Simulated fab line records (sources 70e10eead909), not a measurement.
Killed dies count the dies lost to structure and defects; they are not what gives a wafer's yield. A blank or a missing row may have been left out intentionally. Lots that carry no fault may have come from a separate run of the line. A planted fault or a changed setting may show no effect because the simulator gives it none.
Matching of chambers / flow nand-harc / 4 sister chambers for NHARC_A_CHANNEL_FILL_D1_ALD_02 on ald-hk-02
The step deposits SiO2, target thk 6 nm, pulse time 10 s, ald cycles 60. 8 wafers are shown with their chamber, then 7 later ones without.

## WAFERS PAIRED WITH THEIR CHAMBERS
wafer=L876.4; chamber=1; heater-power-w (W)=457; precursor-pulse-height-rel=1.016
wafer=L876.5; chamber=1; heater-power-w (W)=440; precursor-pulse-height-rel=0.982
wafer=L878.4; chamber=2; heater-power-w (W)=528; precursor-pulse-height-rel=1.053
wafer=L880.1; chamber=3; heater-power-w (W)=459; precursor-pulse-height-rel=1.010
wafer=L880.4; chamber=0; heater-power-w (W)=467; precursor-pulse-height-rel=0.951
wafer=L880.5; chamber=3; heater-power-w (W)=452; precursor-pulse-height-rel=1.012
wafer=L882.3; chamber=2; heater-power-w (W)=534; precursor-pulse-height-rel=1.006
wafer=L882.4; chamber=0; heater-power-w (W)=466; precursor-pulse-height-rel=0.991

## WAFERS WITH NO CHAMBER GIVEN
wafer=L882.6; heater-power-w (W)=532; precursor-pulse-height-rel=1.002
wafer=L894.1; heater-power-w (W)=451; precursor-pulse-height-rel=0.995
wafer=L894.2; heater-power-w (W)=570; precursor-pulse-height-rel=1.006
wafer=L894.6; heater-power-w (W)=443; precursor-pulse-height-rel=1.018
wafer=L896.1; heater-power-w (W)=459; precursor-pulse-height-rel=0.968
wafer=L896.3; heater-power-w (W)=570; precursor-pulse-height-rel=0.982
wafer=L896.5; heater-power-w (W)=450; precursor-pulse-height-rel=0.998

## WHICH CHAMBER EACH WENT THROUGH
wafer=L882.6; from the rows above=2; in truth=2
wafer=L894.1; from the rows above=can't be placed: 1 or 3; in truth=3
wafer=L894.2; from the rows above=2; in truth=2
wafer=L894.6; from the rows above=can't be placed: 1 or 3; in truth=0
wafer=L896.1; from the rows above=can't be placed: 0 or 3 or 1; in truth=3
wafer=L896.3; from the rows above=2; in truth=2
wafer=L896.5; from the rows above=can't be placed: 1 or 3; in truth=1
Correctly placed: 3 of 7. Can't be placed from these rows: 4 (the true chamber is among the candidates in 3). Wrongly placed: 0.
How it was worked out, from the rows above alone: a wafer's distance from a chamber is the root of the sum, over the readings, of the square of ((its reading less the chamber's mean) divided by the reading's scatter). The wafer belongs to the nearest chamber; if the next one is less than 2 further off, it can't be placed. For every chamber, the mean is computed from those of its wafers that are shown. The scatter: take each reading less its chamber's mean, square it, sum over the shown wafers, divide by the number of wafers less the number of chambers, and take the root.
